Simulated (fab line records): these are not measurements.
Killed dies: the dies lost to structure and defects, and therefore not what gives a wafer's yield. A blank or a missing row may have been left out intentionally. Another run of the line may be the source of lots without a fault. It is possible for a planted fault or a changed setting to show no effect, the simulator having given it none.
Matching of chambers    flow n5 finfet    3 sister chambers for N5_BEOL_M0_SAQP_PECVD_03 on pecvd-04
The step deposits SiCN from 3MS/NH3, target thk 12 nm, time 21.1 s. 3 wafers are shown with their chamber, then 12 later ones without.

== WAFERS PAIRED WITH THEIR CHAMBERS ==
wafer   chamber  throttle valve pct (%)
L088.5  0        9.0
L089.3  1        9.8
L089.4  2        9.3

== WAFERS MISSING THEIR CHAMBER ==
wafer   throttle valve pct (%)
L092.2  8.9
L092.3  8.9
L092.6  8.9
L091.1  9.0
L091.2  9.7
L091.3  9.8
L096.2  8.3
L096.5  8.8
L096.6  8.3
L097.4  8.5
L097.5  9.7
L097.6  8.7

== THE CHAMBER EACH PASSED THROUGH ==
wafer   from the rows above           in truth
L092.2  can't be placed: 0 or 2       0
L092.3  can't be placed: 0 or 2       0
L092.6  can't be placed: 0 or 2       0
L091.1  can't be placed: 0 or 2       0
L091.2  can't be placed: 1 or 2 or 0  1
L091.3  can't be placed: 1 or 2       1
L096.2  can't be placed: 0 or 2       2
L096.5  can't be placed: 0 or 2       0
L096.6  can't be placed: 0 or 2       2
L097.4  can't be placed: 0 or 2       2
L097.5  can't be placed: 1 or 2 or 0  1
L097.6  can't be placed: 0 or 2       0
Placed correctly: 0 of 12. These rows do not allow placing 12 (true chamber among the candidates in 12). Wrongly placed: 0.
How it was worked out, from the rows above alone: a wafer's distance from a chamber is the root of the sum, over the readings, of the square of ((its reading less the chamber's mean) divided by the reading's scatter). The wafer belongs to the nearest chamber; if the next one is less than 2 further off, it can't be placed. Each chamber's mean is taken over the wafers shown for it. The scatter: root of mean squared gap, hidden wafer to nearest shown wafer, with one shown wafer a chamber.
